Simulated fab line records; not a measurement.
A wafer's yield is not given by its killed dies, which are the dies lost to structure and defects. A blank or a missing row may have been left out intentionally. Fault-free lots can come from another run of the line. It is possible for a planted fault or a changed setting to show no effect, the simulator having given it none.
fab line records    flow n5_finfet
record lots=6  wafers=16  last_day=19
route steps=1938 shown BEOL_M2@847 BEOL_M4@1111 PASSIVATION@1936
lots untouched by any fault: they come from a run of this same line in which no faults occurred
start_h: hours from the record's first day to the start of the lot's first wafer shown    wait_h: how many hours have passed since the lot's step before this one    " repeats the value in the row above    L1.1+2: a single row standing in for several wafers    - no value present, or no start provided    * or withheld: withheld    < > ~ a bound
route shown NAME@n: NAME is a module with steps in the file, n the number in the route of the first one    usual: mean and standard deviation over wafers with no fault    same: alike in all rows    chamber/n: place in a boat    sites: each site's reading    _std_site: their standard deviation    _edge_site: the outer-site mean with the inner-site mean subtracted    radius_mm: how far each site lies from the wafer's centre    mask NAME#n: copy n    behind: the most recent tool/chamber to have shaped the wafer    hold: what put the lot on hold/how long, in hours/how the hold closed    device: which transistor (n, p or np) failed to switch    end of line: tests of these same wafers at the route's end    step lacking rows: just its recipe    killed: not the wafer's yield, but the dies lost to structure and defects at the first sort    map: a wafer's dies, x killed, . not, _ none there
set.NAME: the run value of the setting; set.NAME@STEP: its run value at that earlier step    model.NAME: the simulator's own value behind a step, which no gauge read
lots seen at some steps along the route; tables by step, rows by wafer
services: the hour from which a tool's chamber was out of use, counted from the record's first day as start_h (under 0 if before that day), plus the number of hours and why
## steps
# step N5_BEOL_M2_COAT_73
# recipe resist=underlayer  temp_c=205  time_s=60  spin_rpm=1500  resist_thk_nm=5
# step N5_BEOL_M2_COAT_05
# recipe resist=CAR-EUV  spin_rpm=1500  resist_thk_nm=30
# step N5_BEOL_M2_EBR_07
# recipe solvent=PGMEA  ebr_width_mm=1.5
# step N5_BEOL_M2_SOFTBAKE_06
# recipe temp_c=110  time_s=60  resist=CAR-EUV
# step N5_BEOL_M2_EXPOSE_08
# recipe mask_id=M2  na=0.33  source_shape=dipole  sigma_inner=0.369  sigma_outer=0.767  polarization=unpolarized  dose_mj=41.25
# step N5_BEOL_M2_PEB_09
# recipe peb_temp_c=100  peb_time_s=60  resist=CAR-EUV
# step N5_BEOL_M2_DEVELOP_10
# recipe develop_time_s=30  developer=TMAH  resist=CAR-EUV  rinse_liquid=surfactant_rinse  dry=air_spin  dev_temp_c=23
# step N5_BEOL_M2_CD_MEAS_11
# recipe target_cd_nm=16.79  landing_energy_ev=500  detector=se_inlens  polarity=opening
# usual cd_nm=16.74/0.23
lot.wafer  tool       chamber  start_h  wait_h  cd_nm
L865.2     cd_sem-02  0        139.80   -       16.55
L865.4     "          0        "        "       16.72
L865.5     "          0        "        "       16.70
L873.1     cd_sem-01  0        195.66   -       16.58
L873.2     "          0        "        "       16.66
L873.5     "          0        "        "       16.73
L876.5     cd_sem-02  0        211.05   -       16.97
L876.6     "          0        "        "       16.78
L878.3     cd_sem-01  0        217.69   -       16.87
L878.6     "          0        "        "       16.94
L884.2     cd_sem-01  0        250.41   -       16.72
L884.3     "          0        "        "       15.85
L884.5     "          0        "        "       17.00
L885.3     cd_sem-02  0        260.10   -       16.95
L885.4     "          0        "        "       17.07
L885.6     "          0        "        "       16.75
# step N5_BEOL_M2_OVL_MEAS_12
# recipe points_per_wafer=522
# usual M2_OVL=0.0/0.74
lot.wafer  tool        chamber  start_h  wait_h  M2_OVL[nm]
L865.2     overlay-02  0        139.84   0.0     0.4
L865.4     "           0        "        "       0.3
L865.5     "           0        "        "       0.3
L873.1     overlay-02  0        195.69   0.0     0.1
L873.2     "           0        "        "       0.4
L873.5     "           0        "        "       0.2
L876.5     overlay-01  0        211.10   0.0     -1.9
L876.6     "           0        "        "       -0.4
L878.3     overlay-01  0        217.73   0.0     -0.6
L878.6     "           0        "        "       0.2
L884.2     overlay-01  0        250.44   0.0     -1.0
L884.3     "           0        "        "       0.1
L884.5     "           0        "        "       -1.3
L885.3     overlay-01  0        260.14   0.0     -0.5
L885.4     "           0        "        "       0.9
L885.6     "           0        "        "       0.0
# step N5_BEOL_M2_INSPECT_13
# recipe mode=adi  inspect_instrument=brightfield
# usual raw_defect_count=411/96
lot.wafer  tool               chamber  start_h  wait_h  raw_defect_count
L865.2     defect_inspect-02  -        139.89   0.0     515
L865.4     "                  -        "        "       329
L865.5     "                  -        "        "       368
L873.1     defect_inspect-01  -        195.75   0.1     385
L873.2     "                  -        "        "       409
L873.5     "                  -        "        "       271
L876.5     defect_inspect-02  -        211.14   0.0     522
L876.6     "                  -        "        "       849
L878.3     defect_inspect-02  -        217.78   0.0     416
L878.6     "                  -        "        "       408
L884.2     defect_inspect-02  -        250.50   0.0     372
L884.3     "                  -        "        "       409
L884.5     "                  -        "        "       446
L885.3     defect_inspect-01  -        260.19   0.0     353
L885.4     "                  -        "        "       341
L885.6     "                  -        "        "       536
# step N5_BEOL_M2_DESCUM_16
# recipe chemistry=O2  time_s=7  source_power_w=50  bias_power_w=20  pressure_mtorr=20  rf_frequency_hz=2.712e+07  temp_c=40  resist=CAR-EUV  o2_flow_sccm=225
# usual drypump_motor_current_A=5.9/0.49  oes_product_au=0.78/0.1  rf_vpp_V=242.9/1.4  showerhead_plenum_p_Torr=2.08/0.075  throttle_valve_pct=20.4/0.32
lot.wafer  tool         chamber  start_h  wait_h  drypump_motor_current_A  oes_product_au  rf_hours_counter_h  rf_vpp_V  showerhead_plenum_p_Torr  throttle_valve_pct
L865.2     rie_diel-01  3        139.99   0.1     5.9                      0.97            19                  243.0     2.06                      20.0
L865.4     "            2        "        "       6.5                      0.77            143                 242.6     2.03                      20.9
L865.5     "            0        "        "       6.4                      0.72            -                   245.7     2.16                      20.6
L873.1     rie_diel-04  3        195.79   0.0     5.2                      0.69            242                 240.7     1.98                      20.3
L873.2     "            2        "        "       5.6                      0.71            189                 242.0     2.01                      20.8
L873.5     "            1        "        "       6.4                      0.95            -                   243.8     2.14                      20.1
L876.5     rie_diel-04  3        211.27   0.1     5.1                      0.68            -                   241.9     1.97                      20.3
L876.6     "            2        "        "       5.6                      0.71            -                   241.6     2.01                      20.8
L878.3     rie_diel-04  1        217.99   0.2     6.4                      0.92            15                  244.4     2.14                      20.1
L878.6     "            0        "        "       6.0                      0.75            -                   244.1     2.11                      20.9
L884.2     rie_diel-01  0        250.57   0.1     6.4                      0.71            217                 243.8     2.15                      20.7
L884.3     "            2        "        "       6.6                      0.74            177                 241.9     2.01                      21.0
L884.5     "            0        "        "       6.4                      0.70            -                   244.7     2.15                      20.7
L885.3     rie_diel-03  0        260.77   0.6     5.6                      1.01            0                   245.4     2.25                      20.2
L885.4     "            2        "        "       5.3                      0.73            -                   241.8     2.01                      20.2
L885.6     "            0        "        "       5.6                      1.01            -                   246.0     2.25                      20.2
# step N5_BEOL_M2_ETCH_74
# recipe chemistry=N2/H2  target=underlayer  target_depth_a=65  mask_material=CAR-EUV  time_s=5.2  ion_energy_ev=200  pressure_mtorr=30  source_w=840  bias_w=150  n2_flow_sccm=200  h2_flow_sccm=200  ends=cleared
# usual drypump_motor_current_A=5.9/0.49  etch_rf_on_time_s=5.27/0.1  n2_flow_sccm=200.0/0.65  oes_product_au=0.66/0.085  rf_vpp_V=523.3/2.9  showerhead_plenum_p_Torr=2.53/0.098  throttle_valve_pct=17.8/0.32
lot.wafer  tool         chamber  start_h  wait_h  drypump_motor_current_A  etch_rf_on_time_s  n2_flow_sccm  oes_product_au  rf_hours_counter_h  rf_vpp_V  showerhead_plenum_p_Torr  throttle_valve_pct
L865.2     rie_diel-01  3        140.02   0.0     5.9                      5.01               199.6         0.82            19                  522.4     2.47                      17.2
L865.4     "            2        "        "       6.5                      5.21               200.9         0.65            143                 521.1     2.44                      18.3
L865.5     "            0        "        "       6.4                      5.34               199.2         0.61            -                   526.9     2.62                      18.0
L873.1     rie_diel-04  3        195.82   0.0     5.2                      5.29               200.6         0.59            242                 519.2     2.39                      17.7
L873.2     "            2        "        "       5.6                      5.24               201.0         0.61            189                 517.3     2.42                      18.1
L873.5     "            1        "        "       6.4                      5.27               199.5         0.80            -                   524.7     2.61                      17.6
L876.5     rie_diel-04  3        211.30   0.0     5.1                      5.39               200.5         0.58            -                   519.5     2.39                      17.7
L876.6     "            2        "        "       5.5                      5.21               200.2         0.61            -                   520.6     2.42                      18.1
L878.3     rie_diel-04  1        218.02   0.0     6.4                      5.32               200.2         0.77            15                  526.0     2.61                      17.6
L878.6     "            0        "        "       6.0                      5.29               199.9         0.63            -                   522.6     2.55                      18.3
L884.2     rie_diel-01  0        250.60   0.0     6.4                      5.32               200.3         0.59            217                 524.1     2.61                      18.1
L884.3     "            2        "        "       6.5                      5.27               199.9         0.63            177                 520.3     2.43                      18.4
L884.5     "            0        "        "       6.5                      5.33               199.7         0.60            -                   523.7     2.61                      18.1
L885.3     rie_diel-03  0        260.81   0.0     5.7                      5.21               199.5         0.86            0                   529.3     2.74                      17.6
L885.4     "            2        "        "       5.3                      5.22               198.9         0.63            -                   520.5     2.43                      17.6
L885.6     "            0        "        "       5.6                      5.21               199.6         0.85            -                   529.4     2.74                      17.6
# step N5_BEOL_M2_ETCH_63
# recipe chemistry=CF4  target=SiARC  target_depth_a=156  mask_material=CAR-EUV  time_s=26  ion_energy_ev=80  pressure_mtorr=40  source_w=545  bias_w=36  Ar_flow_sccm=100  cf4_flow_sccm=100  ends=cleared
# usual cf4_flow_sccm=100.0/0.31  drypump_motor_current_A=5.9/0.49  etch_rf_on_time_s=26.4/0.49  oes_product_au=0.66/0.085  rf_vpp_V=183.9/1.3  showerhead_plenum_p_Torr=2.13/0.075  throttle_valve_pct=15.6/0.31
lot.wafer  tool         chamber  start_h  wait_h  cf4_flow_sccm  drypump_motor_current_A  etch_rf_on_time_s  oes_product_au  rf_hours_counter_h  rf_vpp_V  showerhead_plenum_p_Torr  throttle_valve_pct
L865.2     rie_diel-01  3        140.04   0.0     100.2          6.0                      25.3               0.81            19                  183.7     2.10                      15.1
L865.4     "            2        "        "       99.8           6.5                      26.1               0.65            143                 183.3     2.06                      16.0
L865.5     "            0        "        "       99.8           6.4                      26.5               0.62            -                   183.5     2.23                      15.9
L873.1     rie_diel-04  3        195.84   0.0     99.8           5.2                      27.0               0.58            242                 182.4     2.02                      15.5
L873.2     "            2        "        "       99.7           5.6                      26.5               0.61            189                 183.4     2.05                      15.9
L873.5     "            1        "        "       100.2          6.4                      26.5               0.80            -                   185.4     2.18                      15.2
L876.5     rie_diel-04  3        211.32   0.0     100.2          5.2                      27.1               0.57            -                   181.9     2.02                      15.6
L876.6     "            2        "        "       99.7           5.6                      32.1               0.55            -                   183.2     2.05                      15.9
L878.3     rie_diel-04  1        218.04   0.0     100.1          6.4                      26.6               0.77            15                  185.5     2.18                      15.2
L878.6     "            0        "        "       100.0          6.0                      31.7               0.58            -                   183.5     2.14                      16.0
L884.2     rie_diel-01  0        250.62   0.0     100.1          6.4                      26.4               0.60            217                 184.9     2.21                      16.0
L884.3     "            2        "        "       99.9           6.6                      26.3               0.63            177                 183.2     2.05                      16.0
L884.5     "            0        "        "       99.9           6.4                      26.3               0.59            -                   186.6     2.21                      16.0
L885.3     rie_diel-03  0        260.82   0.0     99.7           5.6                      25.7               0.86            0                   187.5     2.28                      15.2
L885.4     "            2        "        "       99.9           5.3                      26.3               0.63            -                   183.8     2.05                      15.4
L885.6     "            0        "        "       99.9           5.6                      25.9               0.85            -                   186.0     2.28                      15.2
# step N5_BEOL_M2_ETCH_64
# recipe chemistry=N2/H2  target=SOC  target_depth_a=750  overetch_a=225  mask_material=SiARC  temp_c=40  time_s=121.9  ion_energy_ev=200  pressure_mtorr=30  source_w=840  bias_w=150  n2_flow_sccm=200  h2_flow_sccm=200
# usual drypump_motor_current_A=5.9/0.49  n2_flow_sccm=200.0/0.6  oes_product_au=0.60/0.072  rf_vpp_V=523.3/2.7  showerhead_plenum_p_Torr=2.53/0.098  throttle_valve_pct=17.8/0.33
lot.wafer  tool         chamber  start_h  wait_h  drypump_motor_current_A  n2_flow_sccm  oes_product_au  rf_hours_counter_h  rf_vpp_V  showerhead_plenum_p_Torr  throttle_valve_pct
L865.2     rie_diel-01  3        140.07   0.0     5.9                      200.9         0.72            19                  523.6     2.47                      17.2
L865.4     "            2        "        "       6.6                      199.9         0.58            143                 522.6     2.44                      18.3
L865.5     "            0        "        "       6.4                      200.9         0.56            -                   527.4     2.62                      18.0
L873.1     rie_diel-04  3        195.87   0.0     5.2                      199.4         0.53            242                 518.9     2.39                      17.7
L873.2     "            2        "        "       5.6                      199.7         0.55            189                 521.3     2.42                      18.1
L873.5     "            1        "        "       6.4                      200.9         0.71            -                   526.1     2.61                      17.5
L876.5     rie_diel-04  3        211.39   0.1     5.2                      200.1         0.52            -                   520.1     2.39                      17.7
L876.6     "            2        "        "       5.6                      198.7         0.55            -                   520.3     2.42                      18.1
L878.3     rie_diel-04  1        218.07   0.0     6.4                      200.1         0.69            15                  525.3     2.61                      17.5
L878.6     "            0        "        "       6.0                      200.3         0.57            -                   524.4     2.54                      18.3
L884.2     rie_diel-01  0        250.65   0.0     6.4                      200.3         0.54            217                 526.1     2.61                      18.1
L884.3     "            2        "        "       6.6                      200.1         0.56            177                 521.2     2.43                      18.3
L884.5     "            0        "        "       6.4                      200.2         0.53            -                   524.5     2.61                      18.0
L885.3     rie_diel-03  0        260.85   0.0     5.7                      199.5         0.76            0                   527.6     2.74                      17.6
L885.4     "            2        "        "       5.3                      201.0         0.56            -                   520.7     2.43                      17.5
L885.6     "            0        "        "       5.6                      200.5         0.75            -                   528.6     2.74                      17.6
# step N5_BEOL_M4_RC_MEAS_101
# usual DIBL_N=35.8/1.7  DIBL_P=35.3/2  IOFF_N=0.150/0.026  IOFF_P=0.194/0.029  ION_N=667/11  ION_P=456/7.1  SS_N=71.4/0.65  SS_P=73.1/0.64  VT_N=251/3  VT_P=-252/3.2
lot.wafer  tool       chamber  start_h  wait_h  DIBL_N[mV/V]  DIBL_P[mV/V]  IOFF_N[nA/um]  IOFF_P[nA/um]  ION_N[uA/um]  ION_P[uA/um]  SS_N[mV/dec]  SS_P[mV/dec]  VT_N[mV]  VT_P[mV]
L865.2     prober-01  0        210.04   0.2     36.3          37.0          0.139          0.193          659           454           70.9          72.5          255       -252
L865.4     "          0        "        "       36.9          38.1          0.167          0.215          672           456           72.6          73.2          248       -252
L865.5     "          0        "        "       35.6          36.1          0.132          0.178          655           449           71.1          72.9          253       -255
L873.1     prober-01  0        272.94   0.0     34.8          33.6          0.120          0.192          652           457           70.5          73.7          255       -247
L873.2     "          0        "        "       35.2          34.7          0.132          0.202          664           460           71.2          73.4          255       -250
L873.5     "          0        "        "       33.9          32.6          0.111          0.176          662           458           71.1          73.0          255       -250
L876.5     prober-02  0        287.19   0.6     35.1          35.9          0.134          0.216          669           465           70.6          73.1          252       -247
L876.6     "          0        "        "       35.1          34.1          0.126          0.182          656           449           70.7          72.2          253       -250
L878.3     prober-01  0        287.26   0.3     36.0          35.9          0.151          0.202          671           460           70.7          73.5          250       -251
L878.6     "          0        "        "       33.7          33.0          0.113          0.160          656           453           70.8          72.3          253       -254
L884.2     prober-01  0        335.98   0.2     36.6          34.0          0.167          0.213          659           461           72.4          72.8          251       -246
L884.3     "          0        "        "       36.7          35.4          0.170          0.237          670           461           72.0          73.1          248       -247
L884.5     "          0        "        "       36.9          34.7          0.158          0.221          659           455           72.4          73.7          252       -248
L885.3     prober-01  0        339.03   0.3     36.4          35.4          0.173          0.183          660           446           72.2          73.2          248       -255
L885.4     "          0        "        "       35.1          34.1          0.147          0.167          669           450           71.7          72.8          251       -254
L885.6     "          0        "        "       33.0          31.0          0.116          0.135          646           443           71.0          71.7          253       -257
# step N5_PASSIVATION_PROBE_49
# usual defect_limited_yield=91.5/1.4  killed_at_M0_to_M3=34/11  killed_at_M4_up=15/6  killed_at_contacts=11/5.9  killed_at_front_end=37/11  killed_at_other=3.6/2.9  killed_dies=101/17  killed_on_rim=13/4  killed_open=66/12  killed_short=33/7.8  sort_bin_5_function=5.0/0.97  sort_bin_6_memory=3.2/0.65  sort_bin_8_speed=0.02/0.2  sort_n_pass=1079/17  sort_yield_pct=91.4/1.4
# same gross_dies=1180  killed_at_back_side=0  sort_bin_4_leakage[%]=0
lot.wafer  tool       chamber  start_h  wait_h  defect_limited_yield[%]  killed_at_M0_to_M3  killed_at_M4_up  killed_at_contacts  killed_at_front_end  killed_at_other  killed_dies  killed_on_rim  killed_open  killed_short  sort_bin_5_function[%]  sort_bin_6_memory[%]  sort_bin_8_speed[%]  sort_n_pass  sort_yield_pct[%]
L865.2     prober-02  -        307.16   0.1     91.7                     43                  21               5                   24                   5                98           9              72           24            5.0                     3.1                   0                    1082         91.7
L865.4     prober-02  -        307.26   0.2     90.2                     52                  13               10                  41                   0                116          15             70           43            5.7                     3.9                   0                    1064         90.2
L865.5     prober-02  -        307.31   0.2     89.5                     55                  12               18                  36                   3                124          17             77           45            6.6                     3.6                   0                    1056         89.5
L873.1     prober-02  -        381.59   0.0     90.8                     40                  18               7                   42                   1                108          8              67           40            5.1                     3.9                   0                    1072         90.8
L873.2     prober-02  -        381.64   0.1     89.3                     37                  21               6                   56                   6                126          22             77           42            6.4                     3.9                   0                    1054         89.3
L873.5     prober-02  -        381.79   0.2     92.7                     36                  15               5                   26                   4                86           9              48           37            4.4                     2.7                   0                    1094         92.7
L878.3     prober-01  -        392.47   0.1     91.4                     35                  20               3                   40                   3                101          10             62           39            5.6                     2.7                   0                    1079         91.4
L878.6     prober-01  -        392.62   0.3     90.4                     44                  11               9                   46                   3                113          12             73           40            5.8                     3.5                   0                    1067         90.4
L876.5     prober-02  -        402.00   0.2     92.8                     34                  6                11                  30                   4                85           11             50           31            4.7                     2.1                   0                    1095         92.8
L876.6     prober-02  -        402.05   0.3     92.3                     39                  13               6                   32                   1                91           15             59           31            3.6                     3.8                   0                    1089         92.3
L884.2     prober-01  -        445.36   0.1     90.5                     40                  15               6                   45                   6                112          14             59           51            5.3                     4.0                   0                    1068         90.5
L884.3     prober-01  -        445.41   0.1     91.6                     32                  14               11                  34                   8                99           8              58           37            5.4                     2.7                   0                    1081         91.6
L884.5     prober-01  -        445.51   0.2     91.9                     42                  15               1                   31                   7                96           11             64           32            4.9                     2.9                   0                    1084         91.9
L885.3     prober-01  -        454.98   0.1     92.0                     40                  15               8                   29                   2                94           10             59           32            4.7                     3.0                   0.08                 1085         91.9
L885.4     prober-01  -        455.03   0.2     91.0                     45                  20               9                   32                   0                106          17             71           29            5.1                     3.5                   0                    1074         91.0
L885.6     prober-01  -        455.13   0.3     93.6                     30                  12               7                   26                   1                76           11             55           20            4.1                     2.4                   0.17                 1102         93.4
# killed by level:class
L865.2 BEOL_M2:geometric_particle:open=14 BEOL_M1:geometric_particle:open=12 BEOL_M4:geometric_particle:open=10 BEOL_M0_SAQP:geometric_particle:short=6 FIN_SAQP:geometric_particle:open=5 BEOL_M0_SAQP:geometric_particle:open=5 STI_FIN_REVEAL:geometric_particle:open=4 MOL_CONTACT_COAG:geometric_particle:open=4
L865.4 BEOL_M0_SAQP:geometric_particle:open=15 BEOL_M0_SAQP:geometric_particle:short=11 DUMMY_GATE:geometric_particle:open=10 MOL_CONTACT_COAG:geometric_particle:open=10 BEOL_M2:geometric_particle:open=7 BEOL_M1:geometric_particle:open=6 BEOL_M1:geometric_particle:short=5 FIN_SAQP:geometric_particle:short=4
L865.5 MOL_CONTACT_COAG:geometric_particle:open=13 BEOL_M0_SAQP:geometric_particle:short=12 BEOL_M3:geometric_particle:open=10 BEOL_M0_SAQP:geometric_particle:open=9 FIN_SAQP:geometric_particle:short=7 BEOL_M1:geometric_particle:open=7 BEOL_M2:geometric_particle:open=7 FIN_SAQP:geometric_particle:open=6
L873.1 STI_FIN_REVEAL:geometric_particle:open=11 BEOL_M3:geometric_particle:open=10 BEOL_M0_SAQP:geometric_particle:open=9 BEOL_M4:geometric_particle:open=9 BEOL_M1:geometric_particle:open=8 FIN_SAQP:geometric_particle:short=5 GATE_CUT:geometric_particle:short=5 MOL_CONTACT_COAG:geometric_particle:open=5
L873.2 FIN_SAQP:geometric_particle:short=13 STI_FIN_REVEAL:geometric_particle:open=11 BEOL_M3:geometric_particle:open=11 BEOL_M4:geometric_particle:open=11 STARTING-WAFER:geometric_particle:open=8 FIN_SAQP:geometric_particle:open=7 DUMMY_GATE:geometric_particle:open=6 BEOL_M0_SAQP:geometric_particle:short=6
L873.5 BEOL_M1:geometric_particle:open=9 BEOL_M3:geometric_particle:open=8 GATE_CUT:geometric_particle:short=7 BEOL_M0_SAQP:geometric_particle:short=6 BEOL_M4:geometric_particle:open=6 DUMMY_GATE:geometric_particle:open=5 BEOL_M0_SAQP:geometric_particle:open=5 DUMMY_GATE:geometric_particle:short=4
L878.3 BEOL_M0_SAQP:geometric_particle:short=11 STI_FIN_REVEAL:geometric_particle:open=8 BEOL_M0_SAQP:geometric_particle:open=7 FIN_SAQP:geometric_particle:short=6 FIN_SAQP:geometric_particle:open=6 BEOL_M1:geometric_particle:open=6 BEOL_M2:geometric_particle:open=5 BEOL_M4:geometric_particle:open=5
L878.6 BEOL_M0_SAQP:geometric_particle:short=13 GATE_CUT:geometric_particle:short=10 BEOL_M0_SAQP:geometric_particle:open=9 STI_FIN_REVEAL:geometric_particle:open=8 GATE_CUT:geometric_particle:open=7 MOL_CONTACT_COAG:geometric_particle:open=7 BEOL_M1:geometric_particle:open=7 BEOL_M2:geometric_particle:open=7
L876.5 BEOL_M0_SAQP:geometric_particle:short=10 MOL_CONTACT_COAG:geometric_particle:open=9 FIN_SAQP:geometric_particle:open=7 BEOL_M0_SAQP:geometric_particle:open=6 BEOL_M2:geometric_particle:open=5 STI_FIN_REVEAL:geometric_particle:open=4 GATE_CUT:geometric_particle:short=4 BEOL_M3:geometric_particle:open=4
L876.6 GATE_CUT:geometric_particle:short=7 BEOL_M0_SAQP:geometric_particle:short=7 BEOL_M0_SAQP:geometric_particle:open=7 BEOL_M3:geometric_particle:open=6 BEOL_M4:geometric_particle:open=6 FIN_SAQP:geometric_particle:open=5 MOL_CONTACT_COAG:geometric_particle:open=5 BEOL_M2:geometric_particle:open=5
L884.2 BEOL_M0_SAQP:geometric_particle:short=15 FIN_SAQP:geometric_particle:short=9 BEOL_M3:geometric_particle:open=7 BEOL_M0_SAQP:geometric_particle:open=6 STI_FIN_REVEAL:geometric_particle:open=5 STARTING-WAFER:geometric_particle:open=5 FIN_SAQP:geometric_particle:open=4 GATE_CUT:geometric_particle:open=4
L884.3 BEOL_M0_SAQP:geometric_particle:short=10 MOL_CONTACT_COAG:geometric_particle:open=8 BEOL_M0_SAQP:geometric_particle:open=8 STI_FIN_REVEAL:geometric_particle:open=6 FIN_SAQP:geometric_particle:open=5 FIN_SAQP:geometric_particle:short=4 BEOL_M1:geometric_particle:open=4 BEOL_M2:geometric_particle:open=4
L884.5 BEOL_M2:geometric_particle:open=10 STI_FIN_REVEAL:geometric_particle:open=8 FIN_SAQP:geometric_particle:short=7 BEOL_M3:geometric_particle:short=6 FIN_SAQP:geometric_particle:open=5 BEOL_M0_SAQP:geometric_particle:short=5 BEOL_M0:geometric_particle:open=5 BEOL_M4:geometric_particle:open=5
L885.3 BEOL_M0_SAQP:geometric_particle:short=12 BEOL_M0_SAQP:geometric_particle:open=10 BEOL_M4:geometric_particle:open=10 BEOL_M3:geometric_particle:open=9 STI_FIN_REVEAL:geometric_particle:open=6 MOL_CONTACT_COAG:geometric_particle:open=6 GATE_CUT:geometric_particle:short=5 STI_FIN_REVEAL:geometric_particle:short=3
L885.4 BEOL_M3:geometric_particle:open=16 STI_FIN_REVEAL:geometric_particle:open=11 BEOL_M0_SAQP:geometric_particle:short=11 BEOL_M0_SAQP:geometric_particle:open=10 MOL_CONTACT_COAG:geometric_particle:open=8 BEOL_M4:geometric_particle:open=7 STI_FIN_REVEAL:geometric_particle:short=4 GATE_CUT:geometric_particle:open=4
L885.6 STI_FIN_REVEAL:geometric_particle:open=11 MOL_CONTACT_COAG:geometric_particle:open=7 BEOL_M3:geometric_particle:open=6 BEOL_M0_SAQP:geometric_particle:short=5 BEOL_M2:geometric_particle:open=5 BEOL_M0_SAQP:geometric_particle:open=4 BEOL_M1:geometric_particle:open=4 STARTING-WAFER:geometric_particle:short=4
## services
tool         chamber  start_h  hours  kind
rie_diel-04  1        156.64   -      clean
rie_diel-04  1        156.64   -      consumable_replace:focus_ring
rie_diel-04  1        156.64   21.8   scheduled_down
rie_diel-04  1        156.64   21.8   vent_cycle
rie_diel-04  0        159.67   9.2    repair
rie_diel-04  3        166.89   6.3    repair
rie_diel-03  1        182.04   -      clean
rie_diel-03  1        182.04   -      consumable_replace:focus_ring
rie_diel-03  1        182.04   21.0   scheduled_down
rie_diel-03  1        182.04   21.0   vent_cycle
rie_diel-01  2        196.01   16.2   repair
rie_diel-04  3        217.41   -      clean
rie_diel-04  3        217.41   -      consumable_replace:focus_ring
rie_diel-04  3        217.41   -      consumable_replace:showerhead
rie_diel-04  3        217.41   30.8   scheduled_down
rie_diel-04  3        217.41   30.8   vent_cycle
rie_diel-01  0        236.26   2.0    repair
rie_diel-03  0        237.96   -      clean
rie_diel-03  0        237.96   -      consumable_replace:focus_ring
rie_diel-03  0        237.96   -      consumable_replace:showerhead
rie_diel-03  0        237.96   22.2   scheduled_down
rie_diel-03  0        237.96   22.2   vent_cycle
rie_diel-01  1        242.72   9.3    repair
rie_diel-03  1        252.93   10.3   repair
## key
first_sign step=N5_BEOL_M2_ETCH_63  reading=etch_rf_on_time_s  direction=up  sigmas=11  usual=*  struck=*
effect none on later readings
met_at N5_BEOL_M2_ETCH_63
struck_wafers L876.6,L878.6
onset_between 195.84 211.32
fault kind=process_parameter_drift  tool=rie_diel-04  chamber=-  onset_h=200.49  steps=N5_BEOL_M2_ETCH_63  channel=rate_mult  offset=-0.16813  shape=step  end_h=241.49  scope=struck_wafers_only
